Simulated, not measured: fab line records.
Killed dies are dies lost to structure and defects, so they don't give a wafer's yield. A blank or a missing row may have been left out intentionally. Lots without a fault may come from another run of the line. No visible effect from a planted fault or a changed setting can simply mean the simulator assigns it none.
A lot that was struck, set against a sound lot + flow n5Finfet + 15 out of 1938 route steps
Sound: wafers L112.2, L112.3, L112.6. Struck: wafers L116.2, L116.6 (left out: L116.4, a lot-mate that was not struck); the cause follows at the end.
For every step that has rows: the tool of each side, followed by ch and its chambers, followed by its first start. Under that, the readings that differ: sound wafers + struck wafers + difference of the means + sigmas: that difference in standard deviations of wafers without a fault.
alike: readings whose means differ by less than 2 such deviations, and words and numbers that are the same on both sides. not compared: withheld readings, readings that some wafer has no value for, bounds like >300 that may hide the same value, and numbers for which the record gives no deviation and whose values overlap.
Wherever a step has rows on one side only, a row that says differs or no value, or a row with sigmas, the two part there. Numbers that don't overlap but have no deviation are shown without sigmas and don't part them. A reading missing from all wafers of one side parts the sides only when that side holds two or more wafers.

first, 2 steps without rows for these wafers: N5_BEOL_M14_PRECLEAN_39 (cleans in residue remover, time 60 s); N5_BEOL_M14_SRD_40 (time 30 s, dry time 30 s).
N5_BEOL_M14_DEGAS_41: time 60 s.
  struck on pvdSputter-02, day 12 16:43; sound on pvdSputter-01, day 11 11:14
  alike: heaterPowerW
N5_BEOL_M14_PRE_CLEAN_42: time 30 s.
  struck on pvdSputter-02, day 12 16:45; sound on pvdSputter-01, day 11 11:16
  alike: heaterPowerW
N5_BEOL_M14_SPUTTER_43: material TaN, target thk 15 nm, time 24.19 s.
  struck on pvdSputter-02, day 12 16:47; sound on pvdSputter-01, day 11 11:19
  alike: throttleValvePct
then, 1 step without rows for these wafers: N5_BEOL_M14_SPUTTER_44 (material Ta, target thk 15 nm, time 24.19 s).
N5_BEOL_M14_SPUTTER_45: material Cu, target thk 100 nm, time 16.67 s.
  struck on pvdSputter-02, day 12 16:57; sound on pvdSputter-01, day 11 11:28
  alike: chuckGasFlowSccm, throttleValvePct
then, 2 steps without rows for these wafers: N5_BEOL_M14_ECD_47 (material Cu, target thk 1248 nm); N5_BEOL_M14_ANNEAL_48 (time 90 s).
N5_BEOL_M14_CMP_49: polishes, stops on SiO2, t overpolish 5.2 s, target thk 560 nm.
  sound on cmp-04 ch 1,2,3, day 11 12:13; struck on cmp-03 ch 0,2, day 12 17:56
| reading                   | sound             | struck      | difference | sigmas |
|---------------------------|-------------------|-------------|------------|--------|
| barrierFieldEndpointS (s) | 12.02 11.67 11.59 | 11.01 10.89 | -0.81      | -3     |
| timeToEndpointS (s)       | 135 129 125       | 112 110     | -19        | -4     |
  alike: motorCurrentA, overpolishRunS
N5_BEOL_M14_THK_MEAS_50: measures by xrf.
  struck on filmMetro-02, day 12 18:11; sound on filmMetro-01, day 11 12:26
  alike: M14_THK
then, 1 step without rows for these wafers: N5_BEOL_M14_PRE_CLEAN_52 (time 15 s).
N5_BEOL_M14_DEP_53: deposits SiCN from 3MS/NH3, target thk 50 nm, time 17.8 s.
  sound on pecvd-03 ch 0,1, day 11 12:30; struck on pecvd-03 ch 0,1, day 12 18:14
| reading                                  | sound          | struck  | difference | sigmas |
|------------------------------------------|----------------|---------|------------|--------|
| model.SiCN_of_BEOL_M14_DEP_53.thkNm (nm) | 49.6 49.4 49.8 | 47.2 48 | -2.0       |        |
  alike: showerheadPlenumPTorr, throttleValvePct
  not compared: sinceWetCleanH
N5_BEOL_M14_RS_MEAS_54: measures by four-point-probe.
  struck on filmMetro-01, day 12 18:19; sound on filmMetro-01, day 11 12:34
  alike: M14_RS
N5_PASSIVATION_PROBE_49:
  the record has rows for the struck wafers here (prober-02, day 13 15:27) and none for the sound ones

## WHERE THEY PART
Earliest at N5_BEOL_M14_CMP_49; latest, in this record, at N5_PASSIVATION_PROBE_49.

WHY: the cause the simulator had injected
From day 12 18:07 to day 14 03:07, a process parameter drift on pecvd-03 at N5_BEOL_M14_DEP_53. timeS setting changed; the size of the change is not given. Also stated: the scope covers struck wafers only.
